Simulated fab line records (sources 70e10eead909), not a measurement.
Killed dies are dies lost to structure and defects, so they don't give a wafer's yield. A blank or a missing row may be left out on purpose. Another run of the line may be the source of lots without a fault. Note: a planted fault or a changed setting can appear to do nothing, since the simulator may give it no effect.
fab line records -- flow nand_harc
record lots=6, wafers=18, last_day=23
route steps=1159 shown P_GATE@207 P_CONTACT@217
lots that met no fault: taken from a fault-free run of the same line
start_h: hours from the record's first day to the start of the lot's first wafer shown -- wait_h: hours since the lot's step before -- " repeats the value in the row above -- L1.1+2: one row covering several wafers at once -- - no value present, or no start provided -- * or withheld: withheld -- < > ~ a bound
route shown NAME@n: NAME is a module with steps in the file, n the number in the route of the first one -- usual: the fault-free wafers' mean and standard deviation -- same: alike in all rows -- chamber/n: place in a boat -- sites: each site's reading -- _std_site: standard deviation of those values -- _edge_site: outer sites' mean less inner sites' -- radius_mm: how far each site lies from the wafer's centre -- mask NAME#n: copy n -- behind: the last tool/chamber to shape the wafer -- hold: the reason the lot was held/the length of the hold in hours/how it ended -- device: the n, p or np transistor that did not switch -- end of line: the route-end tests of the same wafers -- step lacking rows: just its recipe -- killed: at the first sort, the dies lost to defects and structure; wafer yield is something else -- map: a wafer's dies, x killed, . not, _ none there
set.NAME: the setting as run; set.NAME@STEP: as run at that earlier step -- model.NAME: the simulator's own value behind a step, which no gauge read
lots seen at some steps along the route; tables by step, rows by wafer
services: a tool's chamber out of use, with start hour (start_h, from the record's first day; less than 0 if before it), hours out, and reason
## steps
# step NHARC_P_GATE_RTA_64
# recipe temp_c=1050, time_s=1
# step NHARC_P_GATE_ETCH_77
# recipe target_depth_a=60, chemistry=dHF, material=SiO2
# step NHARC_P_GATE_DEGAS_109
# recipe temp_c=300, time_s=60
# usual heater_power_w=484/31
lot.wafer,tool,chamber,start_h,wait_h,heater_power_w
L756.3,pvd_sputter-02,-,121.66,0.1,513
L756.1,pvd_sputter-02,-,121.66,0.1,457
L756.6,pvd_sputter-02,-,121.66,0.1,516
L758.1,pvd_sputter-02,-,127.04,0.1,439
L758.2,pvd_sputter-02,-,127.04,0.1,533
L758.6,pvd_sputter-02,-,127.04,0.1,515
L766.3,pvd_sputter-03,-,185.31,0.1,484
L766.1,pvd_sputter-03,-,185.31,0.1,517
L766.5,pvd_sputter-03,-,185.31,0.1,487
L768.2,pvd_sputter-01,-,192.21,0.1,460
L768.3,pvd_sputter-01,-,192.21,0.1,505
L768.6,pvd_sputter-01,-,192.21,0.1,470
L767.1,pvd_sputter-01,-,193.18,0.1,473
L767.3,pvd_sputter-01,-,193.18,0.1,480
L767.4,pvd_sputter-01,-,193.18,0.1,470
L771.3,pvd_sputter-01,-,216.20,0.1,460
L771.4,pvd_sputter-01,-,216.20,0.1,462
L771.6,pvd_sputter-01,-,216.20,0.1,457
# step NHARC_P_GATE_PRE_CLEAN_110
# recipe time_s=30, bias_v=200, gas=Ar
# step NHARC_P_GATE_SPUTTER_78
# recipe target_thk_a=100, material=Ni
# step NHARC_P_GATE_SPUTTER_79
# recipe target_thk_a=100, material=TiN
# step NHARC_P_GATE_RTA_80
# recipe temp_c=300, time_s=30
# usual lamp_power_pct=2.02/0.033, wafer_temp_C_max=301.8/0.44
lot.wafer,tool,chamber,start_h,wait_h,lamp_power_pct,wafer_temp_C_max
L756.1,rtp_anneal-02,0,121.95,-,1.98,301.8
L756.3,rtp_anneal-02,0,121.95,-,1.98,301.7
L756.6,rtp_anneal-02,0,121.95,-,1.98,302.3
L758.1,rtp_anneal-01,0,127.34,-,2.05,302.2
L758.2,rtp_anneal-01,0,127.34,-,2.05,302.2
L758.6,rtp_anneal-01,0,127.34,-,2.05,302.4
L766.1,rtp_anneal-01,0,185.62,-,2.05,302.1
L766.3,rtp_anneal-01,0,185.62,-,2.05,301.9
L766.5,rtp_anneal-01,0,185.62,-,2.05,301.8
L768.2,rtp_anneal-01,0,192.53,-,2.05,301.3
L768.3,rtp_anneal-01,0,192.53,-,2.05,302.3
L768.6,rtp_anneal-01,0,192.53,-,2.04,302.2
L767.1,rtp_anneal-01,0,193.58,-,2.05,301.8
L767.3,rtp_anneal-01,0,193.58,-,2.05,301.7
L767.4,rtp_anneal-01,0,193.58,-,2.05,302.5
L771.3,rtp_anneal-01,0,216.57,-,2.05,301.6
L771.4,rtp_anneal-01,0,216.57,-,2.05,302.1
L771.6,rtp_anneal-01,0,216.57,-,2.05,302.3
# step NHARC_P_GATE_STRIP_67
# recipe time_s=600, temp_c=130, chemistry=SPM
# step NHARC_P_GATE_RTA_82
# recipe temp_c=450, time_s=30
# usual lamp_power_pct=3.97/0.065, wafer_temp_C_max=452.7/0.66
lot.wafer,tool,chamber,start_h,wait_h,lamp_power_pct,wafer_temp_C_max
L756.1,rtp_anneal-01,0,122.42,-,4.03,453.3
L756.3,rtp_anneal-01,0,122.42,-,4.03,453.4
L756.6,rtp_anneal-01,0,122.42,-,4.03,453.7
L758.1,rtp_anneal-01,0,127.88,-,4.02,452.6
L758.2,rtp_anneal-01,0,127.88,-,4.03,453.1
L758.6,rtp_anneal-01,0,127.88,-,4.02,453.4
L766.1,rtp_anneal-01,0,186.10,-,4.03,453.1
L766.3,rtp_anneal-01,0,186.10,-,4.02,453.7
L766.5,rtp_anneal-01,0,186.10,-,4.02,453.2
L768.2,rtp_anneal-02,0,193.07,-,3.89,452.5
L768.3,rtp_anneal-02,0,193.07,-,3.90,452.4
L768.6,rtp_anneal-02,0,193.07,-,3.89,451.9
L767.1,rtp_anneal-01,0,194.04,-,4.02,454.1
L767.3,rtp_anneal-01,0,194.04,-,4.03,453.2
L767.4,rtp_anneal-01,0,194.04,-,4.02,452.8
L771.3,rtp_anneal-01,0,217.02,-,4.02,453.2
L771.4,rtp_anneal-01,0,217.02,-,4.02,453.1
L771.6,rtp_anneal-01,0,217.02,-,4.02,452.4
# step NHARC_P_GATE_INSPECT_68
# usual raw_defect_count=199/76
lot.wafer,tool,chamber,start_h,wait_h,raw_defect_count
L756.1,defect_inspect-01,-,122.61,0.2,110
L756.3,defect_inspect-01,-,122.61,0.2,206
L756.6,defect_inspect-01,-,122.61,0.2,141
L758.1,defect_inspect-02,-,128.10,0.2,168
L758.2,defect_inspect-02,-,128.10,0.2,220
L758.6,defect_inspect-02,-,128.10,0.2,440
L766.1,defect_inspect-01,-,186.29,0.2,120
L766.3,defect_inspect-01,-,186.29,0.2,208
L766.5,defect_inspect-01,-,186.29,0.2,146
L768.2,defect_inspect-02,-,193.24,0.1,188
L768.3,defect_inspect-02,-,193.24,0.1,201
L768.6,defect_inspect-02,-,193.24,0.1,293
L767.1,defect_inspect-02,-,194.24,0.2,379
L767.3,defect_inspect-02,-,194.24,0.2,231
L767.4,defect_inspect-02,-,194.24,0.2,280
L771.3,defect_inspect-02,-,217.17,0.1,160
L771.4,defect_inspect-02,-,217.17,0.1,293
L771.6,defect_inspect-02,-,217.17,0.1,212
# step NHARC_P_CONTACT_DEP_30
# recipe target_thk_a=300, temp_c=400, target_thk_nm=30, flow_sccm=200, rf_w=450, material=SiNx
# usual heater_power_w=691/75
lot.wafer,tool,chamber,start_h,wait_h,heater_power_w
L756.3,pecvd-01,1,122.85,0.2,622
L756.1,pecvd-01,2,122.85,0.2,727
L756.6,pecvd-01,2,122.85,0.2,739
L758.2,pecvd-04,2,128.17,0.1,638
L758.1,pecvd-04,1,128.17,0.1,627
L758.6,pecvd-04,0,128.17,0.1,557
L766.1,pecvd-01,0,186.36,0.1,689
L766.3,pecvd-01,1,186.36,0.1,711
L766.5,pecvd-01,2,186.36,0.1,766
L768.2,pecvd-03,2,193.30,0.1,627
L768.3,pecvd-03,2,193.30,0.1,630
L768.6,pecvd-03,2,193.30,0.1,630
L767.1,pecvd-04,2,194.31,0.1,727
L767.3,pecvd-04,1,194.31,0.1,679
L767.4,pecvd-04,0,194.31,0.1,508
L771.3,pecvd-01,0,217.23,0.1,702
L771.4,pecvd-01,1,217.23,0.1,736
L771.6,pecvd-01,2,217.23,0.1,842
# step NHARC_P_CONTACT_DEP_00
# recipe target_thk_a=5000, temp_c=400, pressure_torr=6.5, rf_w=900, teos_flow_sccm=161.4, flow_sccm=2650, target_thk_nm=500, gas=O2, material=SiO2
# usual heater_power_w=545/78, showerhead_vpp_V=1883/89, throttle_valve_pct=15.8/0.43
lot.wafer,tool,chamber,start_h,wait_h,heater_power_w,showerhead_vpp_V,throttle_valve_pct
L756.3,pecvd-01,1,-,-,571,1837,16.6
L756.1,pecvd-01,2,-,-,660,1969,15.4
L756.6,pecvd-01,2,-,-,511,1975,15.9
L758.2,pecvd-04,2,-,-,496,1827,16.2
L758.1,pecvd-04,1,-,-,519,1807,15.2
L758.6,pecvd-04,0,-,-,318,2030,15.2
L766.1,pecvd-01,0,-,-,561,1983,15.7
L766.3,pecvd-01,1,-,-,557,1815,16.5
L766.5,pecvd-01,2,-,-,516,1953,15.8
L768.2,pecvd-03,2,193.65,0.3,594,1885,15.8
L768.3,pecvd-03,2,193.65,0.3,594,1906,15.9
L768.6,pecvd-03,2,193.65,0.3,461,1874,16.3
L767.1,pecvd-04,2,-,-,550,1775,16.4
L767.3,pecvd-04,1,-,-,503,1800,15.6
L767.4,pecvd-04,0,-,-,374,2002,15.5
L771.3,pecvd-01,0,-,-,480,1952,16.0
L771.4,pecvd-01,1,-,-,593,1790,16.2
L771.6,pecvd-01,2,-,-,631,1984,15.6
# step NHARC_P_CONTACT_CMP_01
# recipe target_thk_nm=200, material=SiO2
# usual edge_zone_pressure_frac=1.000/0.005, motor_current_A=12.1/1.5, slurry_flow_ml_min=150.0/0.48
lot.wafer,tool,chamber,start_h,wait_h,edge_zone_pressure_frac,motor_current_A,slurry_flow_ml_min
L756.3,cmp-04,0,123.55,-,1.000,15.6,150.7
L756.1,cmp-04,1,123.55,-,0.995,9.8,149.6
L756.6,cmp-04,0,123.55,-,1.000,14.5,150.4
L758.1,cmp-03,2,128.89,-,1.000,11.4,150.0
L758.2,cmp-03,0,128.89,-,0.996,13.7,149.6
L758.6,cmp-03,2,128.89,-,1.005,11.5,149.4
L766.3,cmp-04,0,187.08,-,-,-,-
L766.1,cmp-04,1,187.08,-,-,-,-
L766.5,cmp-04,0,187.08,-,-,-,-
L768.2,cmp-02,1,194.26,0.5,1.004,10.7,150.0
L768.3,cmp-02,0,194.26,0.5,0.993,12.4,149.8
L768.6,cmp-02,1,194.26,0.5,1.000,10.6,149.9
L767.4,cmp-04,2,195.03,-,-,-,-
L767.1,cmp-04,3,195.03,-,-,-,-
L767.3,cmp-04,1,195.03,-,-,-,-
L771.4,cmp-02,1,218.00,-,1.004,11.4,149.3
L771.3,cmp-02,2,218.00,-,1.001,11.4,150.1
L771.6,cmp-02,0,218.00,-,0.994,12.5,151.0
## services
tool,chamber,start_h,hours,kind
cmp-02,-,101.94,1.9,repair
pvd_sputter-03,-,102.00,10.0,pm
cmp-04,-,106.98,4.0,pm
pecvd-03,-,111.00,13.0,pm
pvd_sputter-01,-,122.65,1.6,repair
pvd_sputter-03,-,127.02,8.8,repair
cmp-02,-,128.50,4.0,pm
pvd_sputter-01,-,150.90,3.5,repair
cmp-02,-,153.24,1.5,repair
cmp-03,-,157.17,4.0,pm
pvd_sputter-01,-,158.00,10.0,pm
pvd_sputter-02,-,170.59,4.0,repair
pvd_sputter-01,-,174.45,6.7,repair
pecvd-03,0,183.31,11.8,repair
pvd_sputter-03,-,191.86,2.5,repair
pecvd-04,-,195.13,13.0,pm
pecvd-04,0,195.13,13.0,vent_cycle
pecvd-04,1,195.13,13.0,vent_cycle
pecvd-04,2,195.13,13.0,vent_cycle
cmp-04,-,197.43,1.3,repair
cmp-04,-,204.98,4.0,pm
cmp-02,-,206.34,1.3,repair
pvd_sputter-02,-,209.49,1.5,repair
pvd_sputter-02,-,214.00,10.0,pm
## key
first_sign step=NHARC_P_CONTACT_CMP_01, reading=tool_record, direction=missing
effect none on later readings
met_at NHARC_P_CONTACT_CMP_01
struck_wafers L766.1,L766.3,L766.5,L767.1,L767.3,L767.4
later_rows_left_out L766.1,L766.3,L766.5,L767.1,L767.3,L767.4
sort_left_out L766.1,L766.3,L766.5,L767.1,L767.3,L767.4
tester_left_out L766,L767
onset_between 123.55 187.08
fault kind=skipped_step_whole, tool=cmp-04, chamber=-, onset_h=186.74, steps=NHARC_P_CONTACT_CMP_01, scope=struck_lots_only
# tester_left_out: of these lots the tester's yield and bins aren't shown, on N5 and GAA mostly nor the transistor test; their killed dies are dies lost to structure and defects alone, not to doping, threshold or leakage, so they don't give the yield
# sort_left_out: the simulated sort isn't trusted on such a fault, so these wafers' sort isn't shown, and their yield isn't known
# later_rows_left_out: the simulator's readings of these wafers behind a module that went badly wrong aren't trusted and aren't shown, but for the sort
